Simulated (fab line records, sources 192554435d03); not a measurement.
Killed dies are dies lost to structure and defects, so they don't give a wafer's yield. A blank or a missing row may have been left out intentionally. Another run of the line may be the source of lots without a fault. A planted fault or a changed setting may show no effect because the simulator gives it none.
fab line records    flow n5Finfet
record: lots: 5  wafers: 14  lastDay: 17
route steps=1938 shown BEOL_M3@981 BEOL_M4@1111 PASSIVATION@1936
lots that met no fault: taken from a fault-free run of the same line
startH: hours from the record's first day to the start of the lot's first wafer shown    waitH: hours since the lot's step before    " unchanged from the row above    L1.1+2: one row covering several wafers at once    - no value, or no start given    * or withheld: withheld    < > ~ a bound
route shown NAME@n: a module of which the file shows steps, and the number in the route of the first    usual: mean/standard deviation taken from wafers without a fault    same: alike in all rows    chamber/n: place in a boat    sites: each site's reading    _std_site: standard deviation of those values    _edge_site: mean of outer sites minus mean of inner sites    radiusMm: how far each site lies from the wafer's centre    mask NAME#n: copy n    behind: the last tool/chamber to shape the wafer    hold: why the lot went on hold/how many hours it stayed there/how the hold came to an end    device: the n, p or np transistor that did not switch    end of line: tests run on the same wafers once the route is complete    a step given without rows: its recipe and nothing more    killed: not the wafer's yield, but the dies lost to structure and defects at the first sort    map: the dies of a wafer, with x for killed, . for not killed, _ for no die there
set.NAME: the setting that was run; set.NAME@STEP: the one run at that earlier step    model.NAME: the simulator's own value behind a step, which no gauge read
lots seen at some steps along the route; tables by step, rows by wafer
services: from which hour (startH, from the record's first day; less than 0 if before it) a tool's chamber was out of use, for how many hours, and why
== steps ==
step: N5_BEOL_M3_ETCH_41
recipe: chemistry: CH3F/O2  target: SiCN  targetDepthA: 299  taperDeg: 2  timeS: 52.5  ionEnergyEv: 120  maskMaterial: TiN  pressureMtorr: 30  sourceW: 395  biasW: 75  Ar_flow_sccm: 150  CH3F_flow_sccm: 30  O2_flow_sccm: 20
step: N5_BEOL_M3_STRIP_97
recipe: chemistry: N2/H2  timeS: 10  powerW: 450  tempC: 40  pressureMtorr: 20  rfFrequencyHz: 6e+07  biasPowerW: 7  n2FlowSccm: 200  h2FlowSccm: 200
usual: drypumpMotorCurrentA: 5.9/0.4  oesProductAu: 0.79/0.083  rfVppV: 59.2/0.94  showerheadPlenumPTorr: 2.56/0.098  throttleValvePct: 23.7/0.35
lot.wafer  tool        chamber  startH  waitH  drypumpMotorCurrentA  oesProductAu  rfHoursCounterH  rfVppV  showerheadPlenumPTorr  throttleValvePct
L954.1     rieDiel-01  0        -       -      5.1                   0.92          23               59.0    2.48                   23.4
L954.3     "           1        "       "      5.9                   0.69          232              58.3    2.51                   24.4
L954.6     "           0        "       "      5.1                   0.92          -                57.9    2.48                   23.4
L957.2     rieDiel-02  2        -       -      6.0                   0.84          73               60.5    2.45                   23.4
L957.3     "           1        "       "      6.4                   0.94          18               58.3    2.48                   23.3
L957.4     "           3        "       "      5.6                   0.68          246              57.1    2.61                   23.9
L963.2     rieDiel-02  2        -       -      6.0                   0.83          80               58.5    2.45                   23.4
L963.4     "           2        "       "      5.9                   0.84          -                60.5    2.45                   23.4
L975.2     rieDiel-01  0        -       -      5.1                   0.84          64               59.0    2.46                   23.5
L975.3     "           1        "       "      5.9                   0.97          12               59.4    2.50                   24.2
L975.4     "           3        "       "      6.2                   0.80          86               59.7    2.68                   24.1
L976.3     rieDiel-01  2        -       -      5.6                   0.72          218              59.7    2.63                   23.9
L976.4     "           3        "       "      6.2                   0.79          88               60.1    2.68                   24.1
L976.5     "           2        "       "      5.6                   0.72          -                60.1    2.63                   23.9
step: N5_BEOL_M3_OCD_MEAS_38
usual: trenchDepthNm: 55.8/1.2
lot.wafer  tool    chamber  startH  waitH  trenchDepthNm
L954.1     ocd-02  -        144.98  -      58.3
L954.3     "       -        "       "      55.6
L954.6     "       -        "       "      57.3
L957.2     ocd-02  -        177.83  -      57.2
L957.3     "       -        "       "      56.7
L957.4     "       -        "       "      56.0
L963.2     ocd-02  -        200.84  -      56.5
L963.4     "       -        "       "      57.7
L975.2     ocd-02  -        278.96  -      57.7
L975.3     "       -        "       "      57.3
L975.4     "       -        "       "      54.5
L976.3     ocd-02  -        282.55  -      55.1
L976.4     "       -        "       "      55.1
L976.5     "       -        "       "      54.0
step: N5_BEOL_M3_HM_STRIP_39
recipe: chemistry: peroxideTinStrip  material: TiN  targetDepthA: 250  tempC: 50  timeS: 158
step: N5_BEOL_M3_SRD_40
recipe: timeS: 30  tempC: 23  rinseLiquid: diw  dry: ipaMarangoni
step: N5_BEOL_M3_PRECLEAN_42
recipe: chemistry: residueRemover  timeS: 60  tempC: 40
step: N5_BEOL_M3_SRD_43
recipe: timeS: 30  tempC: 23  rinseLiquid: diw  dry: ipaMarangoni
step: N5_BEOL_M3_CD_MEAS_35
recipe: targetCdNm: 18  targetCdYNm: 21  polarity: opening
usual: cdNm: 18.0/0.37
lot.wafer  tool      chamber  startH  waitH  cdNm
L954.1     cdSem-01  -        145.13  0.0    18.2
L954.3     "         -        "       "      17.6
L954.6     "         -        "       "      18.0
L957.2     cdSem-02  -        177.98  0.0    18.6
L957.3     "         -        "       "      17.7
L957.4     "         -        "       "      18.3
L963.2     cdSem-01  -        200.99  0.0    17.5
L963.4     "         -        "       "      17.7
L975.2     cdSem-03  -        279.11  0.0    18.6
L975.3     "         -        "       "      18.5
L975.4     "         -        "       "      17.5
L976.3     cdSem-02  -        282.70  0.0    19.2
L976.4     "         -        "       "      18.3
L976.5     "         -        "       "      18.5
step: N5_BEOL_M3_DEGAS_44
recipe: ambient: vacuum  tempC: 250  timeS: 60
usual: heaterPowerW: 324/24
lot.wafer  tool           chamber  startH  waitH  heaterPowerW
L954.1     pvdSputter-03  -        145.29  0.2    311
L954.3     "              -        "       "      359
L954.6     "              -        "       "      354
L957.2     pvdSputter-01  -        178.82  0.8    324
L957.3     "              -        "       "      323
L957.4     "              -        "       "      296
L963.2     pvdSputter-01  -        201.23  0.2    296
L963.4     "              -        "       "      354
L975.2     pvdSputter-03  -        279.36  0.2    317
L975.3     "              -        "       "      313
L975.4     "              -        "       "      364
L976.3     pvdSputter-01  -        282.86  0.2    320
L976.4     "              -        "       "      332
L976.5     "              -        "       "      291
step: N5_BEOL_M3_PRE_CLEAN_45
recipe: gas: H2/He  timeS: 30  tempC: 250
usual: heaterPowerW: 323/25
lot.wafer  tool           chamber  startH  waitH  heaterPowerW
L954.1     pvdSputter-03  -        145.33  0.0    307
L954.3     "              -        "       "      353
L954.6     "              -        "       "      362
L957.2     pvdSputter-01  -        178.86  0.0    312
L957.3     "              -        "       "      329
L957.4     "              -        "       "      297
L963.2     pvdSputter-01  -        201.27  0.0    295
L963.4     "              -        "       "      346
L975.2     pvdSputter-03  -        279.40  0.0    319
L975.3     "              -        "       "      308
L975.4     "              -        "       "      352
L976.3     pvdSputter-01  -        282.90  0.0    318
L976.4     "              -        "       "      327
L976.5     "              -        "       "      293
step: N5_BEOL_M3_ALD_84
recipe: material: TaN  targetThkA: *  tempC: 275  aldPrecursorFamily: PDMAT  aldCoReactant: NH3  pressureTorr: 3  carrierFlowSccm: 1500  pulseTimeS: 2  purgeTimeS: 3  coReactantPurgeTimeS: 2  coReactantPulseTimeS: 3  aldCycles: 30  precursorVesselTempC: 75  precursorVesselPressureTorr: 26.25  precursorVesselCarrierSccm: 1000
usual: heaterPowerOuterW: 229/20  heaterPowerW: 410/37
lot.wafer  tool         chamber  startH  waitH  heaterPowerOuterW  heaterPowerW
L954.1     aldMetal-04  2        145.39  0.0    244                434
L954.3     "            0        "       "      216                372
L954.6     "            2        "       "      236                448
L957.2     aldMetal-02  1        179.15  0.3    216                376
L957.3     "            3        "       "      254                470
L957.4     "            0        "       "      231                398
L963.2     aldMetal-03  3        201.33  0.0    197                359
L963.4     "            2        "       "      190                367
L975.2     aldMetal-03  1        279.50  0.1    235                382
L975.3     "            0        "       "      242                434
L975.4     "            2        "       "      189                360
L976.3     aldMetal-02  1        282.96  0.0    217                390
L976.4     "            0        "       "      237                395
L976.5     "            3        "       "      254                458
step: N5_BEOL_M3_SURFACE_TREAT_85
recipe: gas: Ar  timeS: *  ionEnergyEv: *  ionCurrentMaCm2: 0.5  pressureMtorr: *  arFlowSccm: 30
usual: throttleValvePct: *
lot.wafer  tool           chamber  startH  waitH  throttleValvePct
L954.1     pvdSputter-02  -        145.67  0.2    *
L954.3     "              -        "       "      *
L954.6     "              -        "       "      *
L957.2     pvdSputter-03  -        180.34  1.1    *
L957.3     "              -        "       "      *
L957.4     "              -        "       "      *
L963.2     pvdSputter-01  -        201.57  0.1    *
L963.4     "              -        "       "      *
L975.2     pvdSputter-02  -        280.46  0.9    *
L975.3     "              -        "       "      *
L975.4     "              -        "       "      *
L976.3     pvdSputter-01  -        283.20  0.1    *
L976.4     "              -        "       "      *
L976.5     "              -        "       "      *
step: N5_BEOL_M3_CVD_47
recipe: material: Co  targetThkA: 30  tempC: withheld  precursor: CCTBA/H2  pressureTorr: 30  timeS: 223.8
usual: runLengthS: 246.8/0.37
lot.wafer  tool      chamber  startH  waitH  runLengthS
L954.1     cvdCo-01  0        145.74  0.0    246.3
L954.3     "         2        "       "      246.4
L954.6     "         2        "       "      246.6
L957.2     cvdCo-01  2        180.56  0.2    246.8
L957.3     "         1        "       "      246.1
L957.4     "         2        "       "      246.4
L963.2     cvdCo-01  0        201.69  0.1    247.0
L963.4     "         2        "       "      369.7
L975.2     cvdCo-02  2        280.52  0.0    246.6
L975.3     "         1        "       "      247.4
L975.4     "         1        "       "      247.3
L976.3     cvdCo-02  1        283.26  0.0    247.0
L976.4     "         0        "       "      246.8
L976.5     "         2        "       "      246.5
step: N5_BEOL_M3_SPUTTER_48
recipe: material: Cu  targetThkA: 45  tempC: -20  chamberPressurePa: 0.07  powerW: withheld  timeS: 8.29
step: N5_BEOL_M4_RC_MEAS_101
usual: DIBL_N: 36.3/1.7  DIBL_P: 36.3/2.2  IOFF_N: 0.16/0.034  IOFF_P: 0.21/0.038  ION_N: 673/13  ION_P: 461/8.3  SS_N: 71.5/0.55  SS_P: 73.3/0.67  VT_N: 250/3.4  VT_P: -251/3.5
lot.wafer  tool       chamber  startH  waitH  DIBL_N[mV/V]  DIBL_P[mV/V]  IOFF_N[nA/um]  IOFF_P[nA/um]  ION_N[uA/um]  ION_P[uA/um]  SS_N[mV/dec]  SS_P[mV/dec]  VT_N[mV]  VT_P[mV]
L954.1     prober-02  0        160.32  0.0    36.2          37.5          0.18           0.23           675           462           71.7          74.0          251       -251
L954.3     "          0        "       "      36.5          37.2          0.18           0.23           672           461           71.9          73.7          248       -250
L954.6     "          0        "       "      38.5          39.5          0.21           0.27           675           469           72.6          74.1          248       -246
L957.2     prober-01  0        193.66  0.2    34.7          37.1          0.19           0.21           706           471           71.4          72.9          243       -251
L957.3     "          0        "       "      37.4          39.9          0.22           0.24           691           471           71.9          73.9          242       -248
L957.4     "          0        "       "      36.5          38.2          0.20           0.21           671           452           72.1          73.6          245       -250
L963.2     prober-02  0        216.75  0.2    36.1          37.4          0.17           0.23           674           466           70.9          74.4          250       -247
L963.4     "          0        "       "      35.8          37.6          0.16           0.24           666           471           71.4          73.7          250       -247
L975.2     prober-02  0        293.68  0.2    34.7          33.2          0.13           0.17           672           465           71.0          72.7          251       -253
L975.3     "          0        "       "      34.6          33.3          0.12           0.18           659           459           71.3          73.0          252       -252
L975.4     "          0        "       "      34.2          32.1          0.12           0.17           667           465           70.8          72.1          254       -248
L976.3     prober-02  0        297.27  0.3    36.1          36.6          0.15           0.19           679           466           71.0          73.1          251       -254
L976.4     "          0        "       "      38.2          39.3          0.19           0.23           681           462           71.0          73.7          249       -252
L976.5     "          0        "       "      35.2          33.9          0.13           0.16           653           449           71.6          73.1          252       -255
step: N5_PASSIVATION_PROBE_49
usual: defectLimitedYield: 91.4/1.6  killed_at_M0_to_M3: 34/10  killed_at_M4_up: 12/4.8  killedAtContacts: 11/6.2  killedAtFrontEnd: 39/13  killedAtOther: 4/3.1  killedDies: 101/19  killedOpen: 67/14  killedShort: 32/8.3  sort_bin_5_function: 5.0/1  sort_bin_6_memory: 3.2/0.76  sortNPass: 1079/19  sortYieldPct: 91.4/1.6
same: grossDies: 1180  killedAtBackSide: 0  sort_bin_4_leakage[%]: 0  sort_bin_8_speed[%]: 0
lot.wafer  tool       chamber  startH  waitH  defectLimitedYield[%]  killed_at_M0_to_M3  killed_at_M4_up  killedAtContacts  killedAtFrontEnd  killedAtOther  killedDies  killedOpen  killedShort  sort_bin_5_function[%]  sort_bin_6_memory[%]  sortNPass  sortYieldPct[%]
L954.1     prober-01  -        250.38  0.0    90.8                   26                  19               19                44                0              108         75          33           5.3                     3.4                   1072       90.8
L954.3     prober-01  -        250.48  0.1    93.6                   28                  10               12                24                1              75          55          20           3.4                     2.8                   1105       93.6
L954.6     prober-01  -        250.63  0.3    92.3                   29                  21               5                 32                4              91          59          28           4.3                     3.1                   1089       92.3
L963.2     prober-01  -        319.25  0.1    92.7                   30                  16               9                 26                5              86          54          30           4.6                     2.6                   1094       92.7
L963.4     prober-01  -        319.35  0.2    95.3                   15                  18               3                 19                1              56          42          12           3.0                     1.7                   1124       95.3
L975.2     prober-02  -        398.51  0.1    93.7                   38                  11               4                 18                3              74          56          17           3.5                     2.5                   1106       93.7
L975.3     prober-02  -        398.56  0.1    92.3                   33                  16               8                 31                3              91          60          29           4.6                     2.9                   1089       92.3
L975.4     prober-02  -        398.61  0.2    93.2                   34                  11               3                 26                6              80          57          23           3.9                     2.9                   1100       93.2
killed by level:class
L954.1 FIN_SAQP:geometricParticle:open=15 MOL_CONTACT_COAG:geometricParticle:open=15 BEOL_M3:geometricParticle:open=8 BEOL_M4:geometricParticle:open=8 GATE_CUT:geometricParticle:short=5 BEOL_M3:geometricParticle:short=5 MOL_CONTACT_COAG:geometricParticle:short=4 BEOL_M5:geometricParticle:open=4
L954.3 BEOL_M1:geometricParticle:open=12 MOL_CONTACT_COAG:geometricParticle:open=9 FIN_SAQP:geometricParticle:open=7 BEOL_M4:geometricParticle:open=6 BEOL_M0_SAQP:geometricParticle:short=5 GATE_CUT:geometricParticle:open=4 BEOL_M3:geometricParticle:open=4 FIN_SAQP:geometricParticle:short=3
L954.6 BEOL_M4:geometricParticle:open=13 BEOL_M2:geometricParticle:open=10 FIN_SAQP:geometricParticle:short=7 STARTING-WAFER:geometricParticle:short=6 BEOL_M1:geometricParticle:open=6 BEOL_M3:geometricParticle:open=5 FIN_SAQP:geometricParticle:open=4 DUMMY_GATE:geometricParticle:open=3
L963.2 BEOL_M0_SAQP:geometricParticle:open=10 MOL_CONTACT_COAG:geometricParticle:open=8 BEOL_M0_SAQP:geometricParticle:short=8 BEOL_M4:geometricParticle:open=8 FIN_SAQP:geometricParticle:open=6 FIN_SAQP:geometricParticle:short=5 GATE_CUT:geometricParticle:short=5 BEOL_M1:geometricParticle:open=4
L963.4 BEOL_M4:geometricParticle:open=9 BEOL_M0_SAQP:geometricParticle:open=5 STARTING-WAFER:geometricParticle:open=5 BEOL_M2:geometricParticle:open=4 FIN_SAQP:geometricParticle:open=3 STI_FIN_REVEAL:geometricParticle:open=3 MOL_CONTACT_COAG:geometricParticle:open=3 BEOL_M0_SAQP:geometricParticle:short=3
L975.2 BEOL_M1:geometricParticle:open=14 BEOL_M2:geometricParticle:open=8 BEOL_M4:geometricParticle:open=8 BEOL_M3:geometricParticle:open=5 MOL_CONTACT_COAG:geometricParticle:open=4 DUMMY_GATE:geometricParticle:open=3 BEOL_M0_SAQP:geometricParticle:short=3 BEOL_M3:geometricParticle:short=3
L975.3 BEOL_M3:geometricParticle:open=10 FIN_SAQP:geometricParticle:short=9 MOL_CONTACT_COAG:geometricParticle:open=7 BEOL_M0_SAQP:geometricParticle:open=5 BEOL_M1:geometricParticle:open=5 FIN_CUT:geometricParticle:open=4 GATE_CUT:geometricParticle:short=4 BEOL_M2:geometricParticle:open=4
L975.4 FIN_SAQP:geometricParticle:open=10 BEOL_M3:geometricParticle:open=7 BEOL_M2:geometricParticle:open=6 BEOL_M2:geometricParticle:short=5 BEOL_M4:geometricParticle:open=5 STI_FIN_REVEAL:geometricParticle:open=4 BEOL_M0:geometricParticle:open=4 BEOL_M1:geometricParticle:open=4
== services ==
tool           chamber  startH  hours  kind
aldMetal-03    1        126.28  2.3    repair
rieDiel-01     3        135.36  4.7    repair
rieDiel-01     0        137.90  2.9    repair
pvdSputter-03  -        143.41  1.6    repair
rieDiel-02     1        157.42  4.3    repair
rieDiel-01     1        186.73  2.2    repair
rieDiel-02     3        191.24  -      clean
rieDiel-02     3        191.24  -      consumableReplace:focusRing
rieDiel-02     3        191.24  21.9   scheduledDown
rieDiel-02     3        191.24  21.9   ventCycle
aldMetal-02    3        208.66  8.2    repair
rieDiel-01     3        210.45  5.0    repair
rieDiel-01     1        215.71  -      clean
rieDiel-01     1        215.71  -      consumableReplace:focusRing
rieDiel-01     1        215.71  21.0   scheduledDown
rieDiel-01     1        215.71  21.0   ventCycle
cvdCo-01       0        229.96  8.2    repair
aldMetal-02    -        244.61  1.4    repair
rieDiel-02     0        267.48  -      clean
rieDiel-02     0        267.48  -      consumableReplace:focusRing
rieDiel-02     0        267.48  -      consumableReplace:showerhead
rieDiel-02     0        267.48  17.7   scheduledDown
rieDiel-02     0        267.48  17.7   ventCycle
rieDiel-02     1        275.33  12.3   repair
== key ==
firstSign: step: N5_BEOL_M3_CVD_47  reading: runLengthS  direction: up  sigmas: 99+  usual: *  struck: *
effect none on later readings
metAt N5_BEOL_M3_CVD_47
struckWafers L963.4
onsetBetween 180.56 201.69
fault: kind: processParameterDrift  tool: cvdCo-01  chamber: -  onsetH: 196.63  steps: N5_BEOL_M3_CVD_47  channel: timeS  offset: *  shape: step  endH: 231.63  scope: struckWafersOnly  actsIn: *  stated: *
